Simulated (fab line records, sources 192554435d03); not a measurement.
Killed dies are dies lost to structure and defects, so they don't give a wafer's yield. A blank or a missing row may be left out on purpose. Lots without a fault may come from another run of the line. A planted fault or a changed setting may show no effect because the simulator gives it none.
Chamber matching | flow n5_finfet | N5_HKMG_FIN_ETCH_31 on rie_diel-02: 4 sister chambers
The step etches SiARC in CF4, target depth 45.5 nm, time 75.8 s. 8 wafers are shown with their chamber, then 9 later ones without.

WAFERS WITH THEIR CHAMBER
wafer  | chamber | drypump_motor_current_A (A) | showerhead_plenum_p_Torr (Torr)
L085.4 | 1       | 6.0                         | 2.20
L086.2 | 3       | 5.8                         | 2.16
L088.2 | 0       | 5.7                         | 2.09
L088.5 | 1       | 6.0                         | 2.20
L088.6 | 2       | 5.4                         | 2.26
L089.1 | 0       | 5.7                         | 2.09
L089.4 | 3       | 5.8                         | 2.15
L089.6 | 2       | 5.3                         | 2.26

WAFERS WITHOUT THEIR CHAMBER
wafer  | drypump_motor_current_A (A) | showerhead_plenum_p_Torr (Torr)
L091.2 | 6.0                         | 2.19
L091.5 | 5.6                         | 2.09
L091.6 | 5.8                         | 2.15
L094.1 | 5.3                         | 2.26
L094.4 | 5.7                         | 2.09
L094.5 | 5.3                         | 2.26
L097.2 | 5.7                         | 2.09
L097.3 | 6.0                         | 2.19
L097.5 | 5.3                         | 2.26

WHICH CHAMBER EACH WENT THROUGH
wafer  | from the rows above | in truth
L091.2 | 1                   | 1
L091.5 | 0                   | 0
L091.6 | 3                   | 3
L094.1 | 2                   | 2
L094.4 | 0                   | 0
L094.5 | 2                   | 2
L097.2 | 0                   | 0
L097.3 | 1                   | 1
L097.5 | 2                   | 2
Placed correctly: 9 of 9. Can't be placed from these rows: 0. Placed wrongly: 0.
How it was worked out, from the rows above alone: a wafer's distance from a chamber is the root of the sum, over the readings, of the square of ((its reading less the chamber's mean) divided by the reading's scatter). The wafer belongs to the nearest chamber; if the next one is less than 2 further off, it can't be placed. A chamber's mean is the mean of its shown wafers. The scatter: the root of (the sum of the squares of (reading less its chamber's mean) over the shown wafers, divided by (wafers less chambers)).
